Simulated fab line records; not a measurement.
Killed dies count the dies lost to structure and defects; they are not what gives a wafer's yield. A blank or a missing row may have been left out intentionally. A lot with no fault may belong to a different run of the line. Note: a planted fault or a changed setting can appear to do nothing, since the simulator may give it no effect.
fab line records	flow n5_finfet
record: lots: 24	wafers: 72	last_day: 17
route steps=1938 shown BEOL_M1@802 BEOL_M2@841
lots untouched by any fault: they come from a run of this same line in which no faults occurred
start_h: hours from the record's first day to the start of the lot's first wafer shown	wait_h: hours since the lot's step before	" same as the row above	L1.1+2: a row that stands for several wafers	- no value, or no start given	* or withheld: withheld	< > ~ a bound
route shown NAME@n: NAME is a module with steps in the file, n the number in the route of the first one	usual: average and standard deviation across the fault-free wafers	same: alike in all rows	chamber/n: place in a boat	sites: each site's reading	_std_site: how widely they spread, as a standard deviation	_edge_site: mean of outer sites minus mean of inner sites	radius_mm: for every site, how far away it sits from the centre of the wafer	mask NAME#n: copy n	behind: the tool/chamber that last shaped the wafer	hold: what put the lot on hold/how long, in hours/how the hold closed	device: whichever transistor did not switch (one of n, p or np)	end of line: the tests these same wafers got at the end of their route	a step given without rows: its recipe and nothing more	killed: the dies lost at the first sort to structure and to defects; this is not the yield of the wafer	map: per-die view of a wafer (x killed, . not killed, _ where there is no die)
set.NAME: setting as actually run; set.NAME@STEP: the setting as run at that earlier step	model.NAME: the simulator's own value behind a step, which no gauge read
route steps across a sampled set of lots; one table per step, one row per wafer
services: from which hour (start_h, from the record's first day; less than 0 if before it) a tool's chamber was out of use, for how many hours, and why
== steps ==
step: N5_BEOL_M1_STRIP_97
recipe: chemistry: N2/H2	time_s: 10	power_w: 450	temp_c: 40	pressure_mtorr: 20	rf_frequency_hz: 6e+07	bias_power_w: 7	n2_flow_sccm: 200	h2_flow_sccm: 200
usual: drypump_motor_current_A: 5.5/0.56	oes_product_au: 0.79/0.081	rf_vpp_V: 59.1/0.93	showerhead_plenum_p_Torr: 2.52/0.11	throttle_valve_pct: 23.6/0.32
lot.wafer	tool	chamber	start_h	wait_h	drypump_motor_current_A	oes_product_au	rf_hours_counter_h	rf_vpp_V	showerhead_plenum_p_Torr	throttle_valve_pct
L074.2	rie_diel-03	0	-	-	5.9	0.69	197	58.0	2.63	23.3
L074.3	"	3	"	"	6.5	0.71	219	58.8	2.40	23.5
L074.4	"	1	"	"	5.0	0.94	12	58.6	2.72	23.5
L075.4	rie_diel-06	0	-	-	6.2	0.72	208	59.2	2.43	24.2
L075.5	"	2	"	"	4.8	0.70	-	61.3	2.51	24.1
L075.6	"	1	"	"	5.4	0.80	-	60.9	2.65	23.1
L076.2	rie_diel-06	1	-	-	5.4	0.81	85	59.8	2.65	23.1
L076.3	"	0	"	"	6.3	0.72	210	58.9	2.42	24.2
L076.6	"	0	"	"	6.3	0.72	-	59.4	2.43	24.2
L078.2	rie_diel-02	1	-	-	5.5	0.72	220	59.0	2.49	24.0
L078.3	"	0	"	"	5.7	0.76	131	57.7	2.36	24.2
L078.4	"	2	"	"	5.7	0.86	64	58.0	2.45	23.6
L077.3	rie_diel-02	2	-	-	5.7	0.86	66	58.5	2.45	23.7
L077.5	"	2	"	"	5.7	0.86	-	58.7	2.45	23.7
L077.6	"	1	"	"	5.5	0.71	-	59.3	2.49	24.0
L079.1	rie_diel-02	3	-	-	6.0	0.67	249	60.5	2.62	23.7
L079.2	"	0	"	"	5.7	0.75	134	59.4	2.36	24.2
L079.6	"	1	"	"	5.5	0.71	-	60.3	2.49	24.0
L080.1	rie_diel-06	0	-	-	6.3	0.72	217	59.0	2.42	24.2
L080.3	"	1	"	"	5.4	0.80	92	59.1	2.64	23.1
L080.4	"	3	"	"	4.8	0.86	86	59.0	2.55	23.5
L081.1	rie_diel-06	2	-	-	4.7	0.70	223	59.9	2.51	24.1
L081.3	"	3	"	"	4.7	0.86	88	58.9	2.55	23.4
L081.6	"	3	"	"	4.8	0.85	-	58.9	2.55	23.4
L082.1	rie_diel-06	3	-	-	4.8	0.85	90	60.4	2.55	23.4
L082.3	"	2	"	"	4.7	0.70	224	58.4	2.51	24.1
L082.4	"	3	"	"	4.8	0.85	-	58.9	2.55	23.4
L083.1	rie_diel-03	3	-	-	6.5	0.71	229	58.5	2.40	23.5
L083.4	"	2	"	"	5.2	0.88	-	59.0	2.47	23.4
L083.5	"	3	"	"	6.5	0.70	-	59.9	2.40	23.5
L084.2	rie_diel-06	1	-	-	5.4	0.78	99	59.9	2.64	23.1
L084.3	"	3	"	"	4.7	0.84	94	60.0	2.55	23.5
L084.6	"	3	"	"	4.8	0.84	-	60.2	2.55	23.4
L085.2	rie_diel-06	3	-	-	4.8	0.84	96	57.3	2.55	23.4
L085.4	"	2	"	"	4.8	0.69	231	59.0	2.51	24.1
L085.5	"	3	"	"	4.7	0.84	-	59.3	2.55	23.4
L086.2	rie_diel-03	3	-	-	6.5	0.69	241	59.3	2.39	23.5
L086.3	"	1	"	"	5.0	0.88	37	57.2	2.71	23.5
L086.6	"	2	"	"	5.3	0.86	-	57.6	2.47	23.5
L087.3	rie_diel-02	1	-	-	5.5	0.70	239	58.8	2.49	24.0
L087.5	"	3	"	"	6.0	0.96	-	59.4	2.61	23.3
L087.6	"	0	"	"	5.8	0.74	-	57.3	2.35	24.2
L088.1	rie_diel-02	1	-	-	5.5	0.70	240	60.0	2.49	24.0
L088.5	"	1	"	"	5.4	0.70	-	58.0	2.49	24.0
L088.6	"	2	"	"	5.7	0.83	-	57.6	2.44	23.7
L089.1	rie_diel-02	1	-	-	5.4	0.70	241	58.9	2.49	24.0
L089.2	"	2	"	"	5.7	0.83	85	59.4	2.44	23.7
L089.3	"	3	"	"	6.0	0.95	11	59.9	2.61	23.3
L090.1	rie_diel-03	3	-	-	6.4	0.69	249	59.5	2.39	23.5
L090.3	"	1	"	"	5.0	0.87	44	60.8	2.70	23.5
L090.5	"	2	"	"	5.3	0.85	-	58.7	2.47	23.5
L091.2	rie_diel-03	3	-	-	6.5	0.69	252	59.2	2.39	23.5
L091.5	"	1	"	"	5.0	0.86	-	59.4	2.70	23.5
L091.6	"	3	"	"	6.5	0.69	-	59.3	2.39	23.5
L092.1	rie_diel-03	3	-	-	6.5	0.69	254	57.7	2.39	23.5
L092.2	"	1	"	"	5.0	0.86	49	60.0	2.70	23.5
L092.4	"	1	"	"	5.0	0.85	-	58.2	2.70	23.5
L093.2	rie_diel-03	1	-	-	5.0	0.85	51	58.9	2.70	23.5
L093.3	"	2	"	"	5.3	0.85	67	58.1	2.46	23.5
L093.4	"	1	"	"	5.0	0.85	-	60.9	2.70	23.5
L094.3	rie_diel-03	1	-	-	5.1	0.85	54	60.8	2.70	23.5
L094.4	"	1	"	"	5.0	0.85	-	59.7	2.70	23.5
L094.6	"	3	"	"	6.4	0.68	-	60.6	2.39	23.5
L095.2	rie_diel-03	2	-	-	5.3	0.84	72	58.3	2.46	23.5
L095.5	"	1	"	"	5.0	0.84	-	60.2	2.70	23.5
L095.6	"	3	"	"	6.5	0.69	-	58.8	2.38	23.6
L096.4	rie_diel-02	0	-	-	5.7	0.72	-	57.8	2.35	24.2
L096.5	"	2	"	"	5.7	0.81	-	59.4	2.44	23.7
L096.6	"	3	"	"	6.0	0.91	-	59.5	2.61	23.3
L097.2	rie_diel-03	1	-	-	5.0	0.84	62	59.2	2.69	23.6
L097.4	"	2	"	"	5.3	0.83	-	57.8	2.46	23.5
L097.6	"	1	"	"	5.1	0.84	-	60.8	2.69	23.6
step: N5_BEOL_M1_ANNEAL_82
recipe: temp_c: 400	time_s: 240	ambient: vacuum
usual: heater_power_w: 856/84	susceptor_temp_C: 399.98/0.21
lot.wafer	tool	chamber	start_h	wait_h	heater_power_w	susceptor_temp_C
L074.2	pvd_sputter-02	-	132.13	0.0	778	399.88
L074.3	"	-	"	"	810	400.02
L074.4	"	-	"	"	746	399.97
L075.4	pvd_sputter-03	-	133.35	0.0	913	399.60
L075.5	"	-	"	"	926	400.05
L075.6	"	-	"	"	996	400.12
L076.2	pvd_sputter-02	-	141.60	0.0	766	400.30
L076.3	"	-	"	"	735	399.96
L076.6	"	-	"	"	818	400.29
L078.2	pvd_sputter-03	-	149.57	0.0	848	399.33
L078.3	"	-	"	"	911	400.26
L078.4	"	-	"	"	989	400.16
L077.3	pvd_sputter-03	-	154.16	0.0	932	400.07
L077.5	"	-	"	"	931	400.14
L077.6	"	-	"	"	968	399.83
L079.1	pvd_sputter-01	-	157.25	0.0	986	399.71
L079.2	"	-	"	"	906	400.12
L079.6	"	-	"	"	789	400.05
L080.1	pvd_sputter-02	-	160.18	0.0	822	400.26
L080.3	"	-	"	"	778	400.17
L080.4	"	-	"	"	807	400.16
L081.1	pvd_sputter-02	-	166.19	0.0	773	399.86
L081.3	"	-	"	"	796	399.84
L081.6	"	-	"	"	770	400.15
L082.1	pvd_sputter-01	-	170.28	0.0	962	400.22
L082.3	"	-	"	"	920	399.68
L082.4	"	-	"	"	760	399.85
L083.1	pvd_sputter-03	-	174.53	0.0	841	399.84
L083.4	"	-	"	"	1022	400.23
L083.5	"	-	"	"	964	399.93
L084.2	pvd_sputter-02	-	184.73	0.0	759	400.00
L084.3	"	-	"	"	819	399.73
L084.6	"	-	"	"	751	400.06
L085.2	pvd_sputter-03	-	194.93	0.0	1012	399.92
L085.4	"	-	"	"	843	399.80
L085.5	"	-	"	"	926	399.87
L086.2	pvd_sputter-02	-	203.93	0.0	765	400.10
L086.3	"	-	"	"	862	399.98
L086.6	"	-	"	"	838	399.98
L087.3	pvd_sputter-01	-	207.89	0.0	773	400.11
L087.5	"	-	"	"	1001	399.89
L087.6	"	-	"	"	901	400.09
L088.1	pvd_sputter-02	-	212.66	0.0	746	399.82
L088.5	"	-	"	"	858	399.77
L088.6	"	-	"	"	808	400.04
L089.1	pvd_sputter-02	-	215.83	0.0	851	400.17
L089.2	"	-	"	"	770	400.38
L089.3	"	-	"	"	800	399.59
L090.1	pvd_sputter-03	-	223.01	0.0	872	399.81
L090.3	"	-	"	"	841	399.96
L090.5	"	-	"	"	996	400.19
L091.2	pvd_sputter-03	-	235.11	0.0	872	399.98
L091.5	"	-	"	"	976	400.03
L091.6	"	-	"	"	847	400.10
L092.1	pvd_sputter-02	-	236.38	0.0	801	399.99
L092.2	"	-	"	"	848	399.97
L092.4	"	-	"	"	761	399.90
L093.2	pvd_sputter-02	-	240.48	0.0	753	399.86
L093.3	"	-	"	"	887	399.87
L093.4	"	-	"	"	800	399.82
L094.3	pvd_sputter-03	-	248.37	0.0	878	399.81
L094.4	"	-	"	"	969	399.76
L094.6	"	-	"	"	844	399.99
L095.2	pvd_sputter-03	-	252.09	0.0	983	400.41
L095.5	"	-	"	"	854	399.44
L095.6	"	-	"	"	843	400.24
L096.4	pvd_sputter-01	-	257.98	0.0	903	399.89
L096.5	"	-	"	"	1011	400.27
L096.6	"	-	"	"	919	399.81
L097.2	pvd_sputter-01	-	267.22	0.0	1004	400.20
L097.4	"	-	"	"	800	399.88
L097.6	"	-	"	"	1019	399.69
step: N5_BEOL_M1_SPUTTER_88
recipe: material: Cu	target_thk_a: 45	temp_c: -20	chamber_pressure_pa: 0.07	power_w: withheld	time_s: 8.29
usual: susceptor_temp_C: -20.00/0.11	throttle_valve_pct: 29.6/0.96
lot.wafer	tool	chamber	start_h	wait_h	susceptor_temp_C	throttle_valve_pct
L074.2	pvd_sputter-02	-	132.49	0.1	-20.05	30.7
L074.3	"	-	"	"	-20.08	28.2
L074.4	"	-	"	"	-19.93	30.2
L075.4	pvd_sputter-03	-	133.71	0.1	-20.05	28.8
L075.5	"	-	"	"	-20.09	28.5
L075.6	"	-	"	"	-20.12	30.4
L076.2	pvd_sputter-02	-	141.96	0.1	-19.89	30.5
L076.3	"	-	"	"	-19.97	30.4
L076.6	"	-	"	"	-20.13	28.2
L078.2	pvd_sputter-03	-	149.93	0.1	-20.04	28.8
L078.3	"	-	"	"	-20.00	28.9
L078.4	"	-	"	"	-19.94	30.5
L077.3	pvd_sputter-03	-	154.52	0.1	-20.07	28.6
L077.5	"	-	"	"	-20.13	29.0
L077.6	"	-	"	"	-20.05	30.5
L079.1	pvd_sputter-01	-	157.64	0.1	-19.98	29.6
L079.2	"	-	"	"	-19.95	28.6
L079.6	"	-	"	"	-19.76	32.1
L080.1	pvd_sputter-02	-	160.54	0.1	-20.17	28.1
L080.3	"	-	"	"	-19.96	30.2
L080.4	"	-	"	"	-20.02	28.1
L081.1	pvd_sputter-02	-	166.55	0.1	-20.06	30.4
L081.3	"	-	"	"	-19.93	28.4
L081.6	"	-	"	"	-20.01	30.4
L082.1	pvd_sputter-01	-	170.64	0.1	-20.10	29.6
L082.3	"	-	"	"	-20.09	28.4
L082.4	"	-	"	"	-19.85	29.5
L083.1	pvd_sputter-03	-	174.89	0.1	-20.04	28.6
L083.4	"	-	"	"	-19.70	30.6
L083.5	"	-	"	"	-19.93	30.7
L084.2	pvd_sputter-02	-	185.09	0.1	-20.13	30.6
L084.3	"	-	"	"	-19.98	28.2
L084.6	"	-	"	"	-19.98	30.2
L085.2	pvd_sputter-03	-	195.29	0.1	-20.19	30.5
L085.4	"	-	"	"	-20.01	28.9
L085.5	"	-	"	"	-19.85	28.9
L086.2	pvd_sputter-02	-	204.29	0.1	-20.17	30.4
L086.3	"	-	"	"	-19.94	29.9
L086.6	"	-	"	"	-20.08	28.4
L087.3	pvd_sputter-01	-	208.25	0.1	-20.03	29.4
L087.5	"	-	"	"	-20.04	29.4
L087.6	"	-	"	"	-20.11	28.4
L088.1	pvd_sputter-02	-	213.02	0.1	-20.14	30.2
L088.5	"	-	"	"	-19.93	29.9
L088.6	"	-	"	"	-20.28	28.2
L089.1	pvd_sputter-02	-	216.19	0.1	-19.94	30.1
L089.2	"	-	"	"	-19.99	30.3
L089.3	"	-	"	"	-20.07	28.5
L090.1	pvd_sputter-03	-	223.37	0.1	-19.94	28.9
L090.3	"	-	"	"	-19.89	30.1
L090.5	"	-	"	"	-20.02	30.7
L091.2	pvd_sputter-03	-	235.47	0.1	-20.00	28.9
L091.5	"	-	"	"	-20.00	30.8
L091.6	"	-	"	"	-20.10	30.0
L092.1	pvd_sputter-02	-	236.74	0.1	-19.86	28.5
L092.2	"	-	"	"	-19.96	30.1
L092.4	"	-	"	"	-20.02	30.3
L093.2	pvd_sputter-02	-	240.84	0.1	-20.14	30.5
L093.3	"	-	"	"	-20.00	29.8
L093.4	"	-	"	"	-20.11	28.3
L094.3	pvd_sputter-03	-	248.73	0.1	-20.02	28.8
L094.4	"	-	"	"	-20.14	30.6
L094.6	"	-	"	"	-19.97	30.1
L095.2	pvd_sputter-03	-	252.45	0.1	-20.01	30.2
L095.5	"	-	"	"	-20.07	30.1
L095.6	"	-	"	"	-19.82	28.6
L096.4	pvd_sputter-01	-	258.34	0.1	-19.88	28.4
L096.5	"	-	"	"	-19.99	29.6
L096.6	"	-	"	"	-20.09	28.6
L097.2	pvd_sputter-01	-	267.58	0.1	-19.80	29.5
L097.4	"	-	"	"	-20.08	32.0
L097.6	"	-	"	"	-19.92	29.5
step: N5_BEOL_M1_DEP_57
recipe: material: SiCN	target_thk_a: 80	temp_c: withheld	precursor: 3MS/NH3	pressure_torr: 3	rf_w: 202	time_s: 14
usual: showerhead_plenum_p_Torr: 3.661/0.012	throttle_valve_pct: 9.2/0.33
lot.wafer	tool	chamber	start_h	wait_h	showerhead_plenum_p_Torr	throttle_valve_pct
L074.2	pecvd-04	1	134.42	0.0	3.680	9.0
L074.3	"	2	"	"	3.652	9.2
L074.4	"	2	"	"	3.651	9.0
L075.4	pecvd-03	1	136.26	0.0	3.635	9.3
L075.5	"	2	"	"	3.663	8.7
L075.6	"	0	"	"	3.680	9.9
L076.2	pecvd-03	1	143.82	0.0	3.636	9.2
L076.3	"	0	"	"	3.688	9.8
L076.6	"	1	"	"	3.651	9.1
L078.2	pecvd-03	1	151.79	0.0	3.651	9.4
L078.3	"	0	"	"	3.674	10.1
L078.4	"	0	"	"	3.679	10.0
L077.3	pecvd-02	2	156.38	0.0	3.651	9.3
L077.5	"	1	"	"	3.642	9.3
L077.6	"	2	"	"	3.651	9.2
L079.1	pecvd-02	0	159.58	0.0	3.667	9.3
L079.2	"	2	"	"	3.653	9.4
L079.6	"	2	"	"	3.651	9.2
L080.1	pecvd-03	1	162.67	0.0	3.643	9.1
L080.3	"	2	"	"	3.666	8.8
L080.4	"	0	"	"	3.678	9.9
L081.1	pecvd-02	0	168.49	0.0	3.674	9.3
L081.3	"	2	"	"	3.654	9.2
L081.6	"	1	"	"	3.657	9.0
L082.1	pecvd-02	1	172.57	0.0	3.657	9.2
L082.3	"	2	"	"	3.655	9.2
L082.4	"	2	"	"	3.644	9.3
L083.1	pecvd-04	1	176.75	0.0	3.670	9.0
L083.4	"	2	"	"	3.655	9.3
L083.5	"	0	"	"	3.657	9.4
L084.2	pecvd-02	0	187.13	0.0	3.670	9.3
L084.3	"	1	"	"	3.651	9.1
L084.6	"	1	"	"	3.652	8.9
L085.2	pecvd-02	1	197.15	0.0	3.648	9.3
L085.4	"	0	"	"	3.683	9.5
L085.5	"	2	"	"	3.652	9.4
L086.2	pecvd-03	1	206.21	0.0	3.649	9.2
L086.3	"	2	"	"	3.668	8.5
L086.6	"	2	"	"	3.668	8.6
L087.3	pecvd-03	0	210.11	0.0	3.685	10.0
L087.5	"	2	"	"	3.676	8.7
L087.6	"	0	"	"	3.673	10.0
L088.1	pecvd-04	0	214.88	0.0	3.654	9.4
L088.5	"	2	"	"	3.659	9.2
L088.6	"	0	"	"	3.655	9.4
L089.1	pecvd-04	1	218.05	0.0	3.674	9.2
L089.2	"	2	"	"	3.650	9.2
L089.3	"	0	"	"	3.655	9.4
L090.1	pecvd-03	2	225.23	0.0	3.669	8.9
L090.3	"	1	"	"	3.648	9.4
L090.5	"	1	"	"	3.646	9.4
L091.2	pecvd-03	2	237.35	0.0	3.666	8.9
L091.5	"	2	"	"	3.671	8.9
L091.6	"	1	"	"	3.651	9.1
L092.1	pecvd-04	1	238.69	0.0	3.683	9.0
L092.2	"	0	"	"	3.656	9.5
L092.4	"	0	"	"	3.659	9.4
L093.2	pecvd-03	1	242.71	0.0	3.648	8.9
L093.3	"	1	"	"	3.641	9.0
L093.4	"	2	"	"	3.673	8.8
L094.3	pecvd-04	2	250.59	0.0	3.666	9.1
L094.4	"	2	"	"	3.659	9.3
L094.6	"	1	"	"	3.669	9.2
L095.2	pecvd-04	0	254.31	0.0	3.655	9.4
L095.5	"	2	"	"	3.645	9.3
L095.6	"	1	"	"	3.677	9.0
L096.4	pecvd-02	0	260.22	0.0	3.679	9.2
L096.5	"	2	"	"	3.654	8.4
L096.6	"	1	"	"	3.651	9.6
L097.2	pecvd-04	1	269.44	0.0	3.663	9.1
L097.4	"	1	"	"	3.673	9.1
L097.6	"	0	"	"	3.667	9.5
step: N5_BEOL_M2_ILD_DEP_00
recipe: material: SiOC	target_thk_a: 790	temp_c: 350	precursor: DEMS/O2	pressure_torr: 5	rf_w: 500	time_s: 15.3
usual: heater_power_outer_w: 261/44	heater_power_w: 492/59	showerhead_plenum_p_Torr: 5.694/0.012	susceptor_temp_C: 349.99/0.2	throttle_valve_pct: 12.3/0.37
lot.wafer	tool	chamber	start_h	wait_h	heater_power_outer_w	heater_power_w	showerhead_plenum_p_Torr	susceptor_temp_C	throttle_valve_pct
L074.2	pecvd-02	0	134.55	0.0	262	485	5.697	350.32	12.2
L074.3	"	1	"	"	309	508	5.668	350.12	12.1
L074.4	"	1	"	"	305	526	5.678	349.65	12.1
L075.4	pecvd-01	1	136.39	0.1	290	565	5.696	350.19	12.4
L075.5	"	1	"	"	299	567	5.708	349.82	12.4
L075.6	"	0	"	"	230	461	5.703	349.63	12.9
L076.2	pecvd-01	0	143.95	0.0	209	444	5.705	349.67	12.7
L076.3	"	1	"	"	289	569	5.693	350.03	12.7
L076.6	"	1	"	"	293	569	5.706	349.93	12.5
L078.2	pecvd-04	0	151.92	0.0	219	414	5.681	349.99	12.2
L078.3	"	1	"	"	264	496	5.711	349.96	12.0
L078.4	"	0	"	"	220	433	5.686	349.92	12.3
L077.3	pecvd-01	0	156.51	0.0	170	395	5.705	350.18	12.7
L077.5	"	0	"	"	173	407	5.700	350.03	12.5
L077.6	"	1	"	"	248	516	5.702	350.41	12.5
L079.1	pecvd-01	2	159.71	0.0	198	400	5.703	349.84	11.9
L079.2	"	1	"	"	249	517	5.692	349.87	12.4
L079.6	"	1	"	"	261	521	5.689	349.98	12.5
L080.1	pecvd-04	1	162.80	0.0	340	574	5.693	349.90	12.2
L080.3	"	0	"	"	230	426	5.690	350.05	12.2
L080.4	"	2	"	"	250	451	5.680	350.38	12.2
L081.1	pecvd-01	1	168.62	0.0	306	582	5.696	350.07	12.6
L081.3	"	2	"	"	178	383	5.694	350.19	11.8
L081.6	"	1	"	"	213	466	5.715	349.65	12.5
L082.1	pecvd-01	0	172.70	0.0	192	417	5.722	349.66	12.6
L082.3	"	2	"	"	218	446	5.702	349.78	11.9
L082.4	"	0	"	"	195	425	5.696	349.86	12.7
L083.1	pecvd-02	2	176.88	0.0	245	448	5.687	349.82	12.2
L083.4	"	0	"	"	336	611	5.706	349.76	12.3
L083.5	"	1	"	"	276	470	5.677	350.07	12.2
L084.2	pecvd-04	0	187.26	0.0	232	430	5.683	350.01	12.5
L084.3	"	2	"	"	232	436	5.676	349.84	12.1
L084.6	"	2	"	"	242	438	5.681	349.79	12.2
L085.2	pecvd-04	2	197.29	0.0	259	481	5.691	349.94	12.3
L085.4	"	1	"	"	302	548	5.704	349.86	11.7
L085.5	"	1	"	"	303	549	5.700	349.83	11.8
L086.2	pecvd-04	2	206.34	0.0	258	451	5.674	350.13	12.3
L086.3	"	1	"	"	300	533	5.699	349.89	12.0
L086.6	"	2	"	"	262	486	5.693	350.09	12.2
L087.3	pecvd-02	1	210.25	0.1	306	528	5.699	349.79	12.1
L087.5	"	0	"	"	292	539	5.704	350.10	12.1
L087.6	"	1	"	"	306	501	5.690	349.81	12.3
L088.1	pecvd-02	0	215.01	0.0	262	499	5.712	350.02	12.0
L088.5	"	0	"	"	261	510	5.690	349.77	12.5
L088.6	"	1	"	"	290	503	5.681	349.75	12.1
L089.1	pecvd-02	0	218.18	0.0	348	606	5.703	350.05	12.5
L089.2	"	1	"	"	309	510	5.694	350.07	12.3
L089.3	"	1	"	"	303	519	5.682	350.08	11.9
L090.1	pecvd-02	1	225.36	0.0	313	522	5.682	350.03	11.8
L090.3	"	0	"	"	341	602	5.712	350.12	12.4
L090.5	"	1	"	"	310	516	5.673	349.95	11.8
L091.2	pecvd-01	0	237.49	0.0	218	452	5.694	349.80	12.6
L091.5	"	2	"	"	212	423	5.691	349.81	12.0
L091.6	"	0	"	"	222	462	5.697	349.95	12.8
L092.1	pecvd-01	1	238.82	0.0	298	585	5.700	350.51	12.6
L092.2	"	0	"	"	205	435	5.723	349.71	12.8
L092.4	"	2	"	"	238	466	5.695	349.75	12.1
L093.2	pecvd-04	2	242.86	0.0	253	470	5.686	350.01	12.4
L093.3	"	0	"	"	203	394	5.681	349.81	12.7
L093.4	"	2	"	"	249	464	5.676	350.20	12.1
L094.3	pecvd-01	1	250.72	0.0	216	494	5.696	350.09	12.5
L094.4	"	1	"	"	224	482	5.695	349.73	12.6
L094.6	"	0	"	"	225	467	5.715	350.22	13.0
L095.2	pecvd-01	0	254.45	0.0	230	468	5.709	350.14	12.8
L095.5	"	1	"	"	288	570	5.701	350.25	12.5
L095.6	"	0	"	"	229	468	5.698	350.00	12.9
L096.4	pecvd-04	2	260.35	0.1	237	426	5.681	350.19	12.3
L096.5	"	0	"	"	234	427	5.674	350.18	12.3
L096.6	"	1	"	"	303	514	5.696	350.12	11.9
L097.2	pecvd-02	1	269.57	0.0	298	500	5.681	349.84	12.2
L097.4	"	1	"	"	296	505	5.690	349.83	12.1
L097.6	"	2	"	"	229	422	5.690	350.05	10.8
step: N5_BEOL_M2_PECVD_72
recipe: material: SiO2	target_thk_a: 160	temp_c: 400	precursor: TEOS/O2	pressure_torr: 5.5	rf_w: 450	teos_flow_sccm: 53.8	gas: O2	flow_sccm: 3000	time_s: 18
usual: heater_power_outer_w: 417/61	heater_power_w: 710/85	showerhead_plenum_p_Torr: 8.78/0.044	susceptor_temp_C: 399.98/0.21	throttle_valve_pct: 22.9/0.52
lot.wafer	tool	chamber	start_h	wait_h	heater_power_outer_w	heater_power_w	showerhead_plenum_p_Torr	susceptor_temp_C	throttle_valve_pct
L074.2	pecvd-04	2	134.65	0.0	438	706	8.73	399.69	22.4
L074.3	"	0	"	"	336	564	8.75	400.37	22.8
L074.4	"	1	"	"	458	731	8.82	399.74	22.3
L075.4	pecvd-04	1	136.51	0.1	443	726	8.84	399.90	22.1
L075.5	"	0	"	"	323	564	8.73	399.97	23.0
L075.6	"	2	"	"	380	620	8.74	399.63	22.9
L076.2	pecvd-04	1	144.07	0.0	420	701	8.83	400.11	22.4
L076.3	"	0	"	"	369	635	8.77	400.05	22.9
L076.6	"	2	"	"	396	652	8.75	400.11	22.8
L078.2	pecvd-02	1	152.02	0.0	447	706	8.71	399.89	23.0
L078.3	"	2	"	"	426	689	8.73	399.87	23.2
L078.4	"	1	"	"	451	727	8.73	400.45	22.7
L077.3	pecvd-02	0	156.61	0.0	480	836	8.82	400.00	23.1
L077.5	"	0	"	"	486	827	8.84	399.87	22.6
L077.6	"	2	"	"	440	717	8.73	399.91	23.2
L079.1	pecvd-04	2	159.82	0.0	391	648	8.73	400.12	22.6
L079.2	"	1	"	"	486	759	8.82	399.77	22.4
L079.6	"	1	"	"	489	781	8.87	400.01	22.4
L080.1	pecvd-02	1	162.90	0.0	426	672	8.72	399.98	22.8
L080.3	"	2	"	"	413	696	8.71	399.83	23.0
L080.4	"	0	"	"	527	860	8.83	400.16	23.1
L081.1	pecvd-04	1	168.72	0.0	496	800	8.81	399.71	22.2
L081.3	"	2	"	"	437	685	8.73	399.99	22.6
L081.6	"	2	"	"	414	688	8.72	400.12	22.8
L082.1	pecvd-04	2	172.81	0.0	444	741	8.73	399.66	22.7
L082.3	"	0	"	"	366	651	8.73	399.95	22.8
L082.4	"	2	"	"	447	741	8.74	400.13	22.6
L083.1	pecvd-01	2	176.99	0.0	398	689	8.80	400.03	22.0
L083.4	"	2	"	"	395	687	8.77	400.04	21.9
L083.5	"	0	"	"	376	679	8.84	400.40	23.9
L084.2	pecvd-02	1	187.36	0.0	457	731	8.74	400.17	22.7
L084.3	"	0	"	"	526	898	8.81	399.81	23.0
L084.6	"	0	"	"	536	863	8.81	399.77	23.1
L085.2	pecvd-01	1	197.41	0.0	407	748	8.80	399.64	23.4
L085.4	"	2	"	"	365	678	8.79	399.87	22.2
L085.5	"	0	"	"	301	589	8.84	399.89	23.8
L086.2	pecvd-01	1	206.46	0.0	384	738	8.81	400.24	23.3
L086.3	"	0	"	"	325	622	8.82	400.12	23.4
L086.6	"	0	"	"	330	621	8.82	400.26	24.1
L087.3	pecvd-01	0	210.36	0.0	364	668	8.80	399.77	23.7
L087.5	"	0	"	"	371	671	8.81	400.04	23.9
L087.6	"	2	"	"	343	622	8.78	399.90	22.3
L088.1	pecvd-02	1	215.13	0.0	402	661	8.72	399.47	22.7
L088.5	"	0	"	"	511	841	8.82	400.03	23.1
L088.6	"	1	"	"	429	658	8.74	399.75	22.8
L089.1	pecvd-01	2	218.30	0.0	381	677	8.80	399.86	22.1
L089.2	"	1	"	"	485	858	8.79	399.73	23.4
L089.3	"	0	"	"	378	690	8.80	399.87	23.7
L090.1	pecvd-01	0	225.48	0.0	354	659	8.85	400.12	23.8
L090.3	"	1	"	"	479	864	8.79	400.13	23.4
L090.5	"	2	"	"	349	635	8.79	399.71	22.0
L091.2	pecvd-01	0	237.60	0.0	369	665	8.82	400.30	23.8
L091.5	"	1	"	"	475	871	8.78	400.21	23.5
L091.6	"	2	"	"	384	688	8.78	400.17	22.2
L092.1	pecvd-04	1	238.92	0.0	496	807	8.83	399.93	22.4
L092.2	"	0	"	"	337	578	8.73	400.06	23.3
L092.4	"	2	"	"	454	768	8.74	400.12	23.0
L093.2	pecvd-04	2	242.96	0.0	471	738	8.74	400.16	23.1
L093.3	"	0	"	"	363	602	8.74	399.85	23.4
L093.4	"	1	"	"	510	807	8.83	400.27	22.7
L094.3	pecvd-04	1	250.82	0.0	549	839	8.83	399.91	22.2
L094.4	"	2	"	"	457	746	8.72	399.87	23.0
L094.6	"	0	"	"	348	594	8.74	400.17	23.2
L095.2	pecvd-04	0	254.56	0.0	305	554	8.75	399.93	23.4
L095.5	"	1	"	"	475	772	8.84	400.04	22.2
L095.6	"	2	"	"	425	730	8.72	399.37	22.8
L096.4	pecvd-01	2	260.45	0.1	412	717	8.79	400.03	22.4
L096.5	"	1	"	"	394	716	8.79	400.02	23.5
L096.6	"	0	"	"	291	570	8.83	400.12	23.6
L097.2	pecvd-04	2	269.67	0.0	415	676	8.72	400.14	22.9
L097.4	"	0	"	"	391	666	8.76	400.26	23.3
L097.6	"	2	"	"	412	701	8.73	400.21	22.9
== services ==
tool	chamber	start_h	hours	kind
pecvd-04	1	108.66	2.1	scheduled_down
pecvd-04	-	112.89	4.0	repair
rie_diel-03	0	115.96	8.9	repair
pecvd-01	2	126.20	21.6	repair
pecvd-03	1	146.17	2.1	scheduled_down
pecvd-03	-	150.42	1.3	repair
rie_diel-02	3	159.07	-	clean
rie_diel-02	3	159.07	-	consumable_replace:focus_ring
rie_diel-02	3	159.07	16.3	scheduled_down
rie_diel-06	0	163.38	9.6	repair
pecvd-01	-	177.10	1.7	repair
pecvd-04	0	193.65	15.3	repair
pecvd-03	2	194.62	2.1	scheduled_down
pecvd-02	2	202.38	-	clean
pecvd-02	2	202.38	-	consumable_replace:showerhead
pecvd-02	2	202.38	29.0	scheduled_down
pecvd-02	2	202.38	29.0	vent_cycle
pecvd-03	0	235.17	7.8	repair
pecvd-02	-	236.17	23.9	repair
pecvd-04	1	244.42	4.1	repair
rie_diel-03	3	257.80	-	clean
rie_diel-03	3	257.80	-	consumable_replace:focus_ring
rie_diel-03	3	257.80	-	consumable_replace:showerhead
pecvd-01	-	264.89	5.5	pm
== key ==
fault none
